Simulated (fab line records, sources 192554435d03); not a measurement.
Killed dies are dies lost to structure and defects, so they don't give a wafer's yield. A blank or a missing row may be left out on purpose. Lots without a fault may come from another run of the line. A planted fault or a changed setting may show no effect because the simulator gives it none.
Problem report in the 8D (eight disciplines) form, filled by code | flow n5_finfet | the parts of the form that need people (team, actions taken, sign-off) are left out

1. THE PROBLEM
oes_product_au at N5_BEOL_M1_ETCHBACK_99 reads a mean of 0.29 a.u. on 6 wafers of 2 lots; wafers without a fault read 0.79 a.u. with a standard deviation of 0.072. That is -7.0 standard deviations from the usual mean.
The step: etches SiO2 in CHF3, target depth 5 nm, time 10.4 s.
First seen on wafer L394.1, day 12 04:20, on rie_diel-06. The record holds 21 wafers of 7 lots with a number at this step. Rule for "out", or "out of limits": more than 4 standard deviations from the usual mean. The other wafers with a number count as sound.

2. WHAT IT IS AND WHAT IT IS NOT
question                    | is                       | is not
which readings at this step | oes_product_au           | drypump_motor_current_A, showerhead_plenum_p_Torr, throttle_valve_pct
which lots                  | L394, L397               | L378, L383, L384, L388, L390
which wafers of those lots  | all that have a number   | -
read on which tools         | rie_diel-04, rie_diel-06 | rie_diel-02
when                        | from day 12 04:20        | up to then (15 sound wafers)

3. SUSPECTS, AND WHAT RULES EACH OUT
Counting: a tool at a process step up to the reading stays a suspect if it ran every lot that is out and no sound lot after the first of them.
- rie_diel-04 at N5_BEOL_M1_ETCH_77 (etches underlayer in N2/H2, target depth 6.5 nm, time 5.2 s): kept. It ran every lot that is out, first L394 (day 12 03:10), and no sound lot after that; its last sound lot up to then is L388 (day 9 18:23).
- rie_diel-04 at N5_BEOL_M1_ETCH_69 (etches SiARC in CF4, target depth 15.6 nm, time 26 s): kept. It ran every lot that is out, first L394 (day 12 03:10), and no sound lot after that; its last sound lot up to then is L388 (day 9 18:24).
- ald_sin-03 at N5_BEOL_M1_ALD_98 (deposits SiO2, target thk 2.5 nm, pulse time 1 s, co reactant pulse time 1 s): kept. It ran every lot that is out, first L394 (day 12 04:13), and no sound lot after that; its last sound lot up to then is L390 (day 10 08:54).
Left after counting: rie_diel-04 at N5_BEOL_M1_ETCH_77, rie_diel-04 at N5_BEOL_M1_ETCH_69, ald_sin-03 at N5_BEOL_M1_ALD_98.

4. THE CAUSE (what the simulator had put in)
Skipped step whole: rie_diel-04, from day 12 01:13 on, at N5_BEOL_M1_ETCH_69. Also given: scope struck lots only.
Counting left 3 suspects, and this tool is among them.

5. THE CHAIN OF EFFECTS, in route order
Each row: a reading whose mean over the struck wafers that have a number lies more than 3 standard deviations from the usual. Only readings for which the record gives a usual standard deviation are gone through. hours: the time from each lot's start at the first step in this table that gives one to its start at this step, as a median over the lots. sigmas: the change in usual standard deviations.
hours | step                    | reading              | usual     | on struck wafers | change | sigmas
0     | N5_BEOL_M1_ETCHBACK_99  | oes_product_au       | 0.79 a.u. | 0.29             | -0.50  | -7.0
0     | N5_BEOL_M1_VIA_ETCH_34  | oes_product_au       | 0.78 a.u. | 0.28             | -0.50  | -6.9
141   | N5_PASSIVATION_PROBE_49 | defect_limited_yield | 91.1 %    | 0.0              | -91.1  | -70
141   | N5_PASSIVATION_PROBE_49 | killed_at_M0_to_M3   | 35        | 1101             | +1066  | +97
141   | N5_PASSIVATION_PROBE_49 | killed_dies          | 106       | 1180             | +1074  | +72
141   | N5_PASSIVATION_PROBE_49 | killed_on_rim        | 14        | 152              | +138   | +37
141   | N5_PASSIVATION_PROBE_49 | sort_bin_5_function  | 5.2 %     | 96.1             | +90.9  | +99 or more
141   | N5_PASSIVATION_PROBE_49 | sort_n_pass          | 1074      | 0                | -1074  | -72
141   | N5_PASSIVATION_PROBE_49 | sort_yield_pct       | 91.0 %    | 0.0              | -91.0  | -70
The process steps in it:
- N5_BEOL_M1_ETCHBACK_99: etches SiO2 in CHF3, target depth 5 nm, time 10.4 s.
- N5_BEOL_M1_VIA_ETCH_34: etches the open film in C4F6/O2, target depth 67.8 nm, time 64.4 s.
- N5_PASSIVATION_PROBE_49
Readings that are blank on the struck wafers while sound wafers have them: bias_w at N5_BEOL_M1_ETCH_69; cf4_flow_sccm at N5_BEOL_M1_ETCH_69; drypump_motor_current_A at N5_BEOL_M1_ETCH_69; etch_rf_on_time_s at N5_BEOL_M1_ETCH_69; oes_product_au at N5_BEOL_M1_ETCH_69; rf_vpp_V at N5_BEOL_M1_ETCH_69; showerhead_plenum_p_Torr at N5_BEOL_M1_ETCH_69; throttle_valve_pct at N5_BEOL_M1_ETCH_69.

6. WHAT WOULD HAVE CAUGHT IT SOONER
In this record the first reading out of limits was taken at day 12 04:20, 3 hours after the fault began at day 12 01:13.
At N5_BEOL_M1_ETCH_69 the tool's readings are blank on the struck wafers, where sound wafers have them: an empty tool record is the first sign, and it was there at once.
All the lots that are out (2) had begun N5_BEOL_M1_ETCH_69 on rie_diel-04 by day 12 04:20. A hold on the tool at that time would have spared none of them.
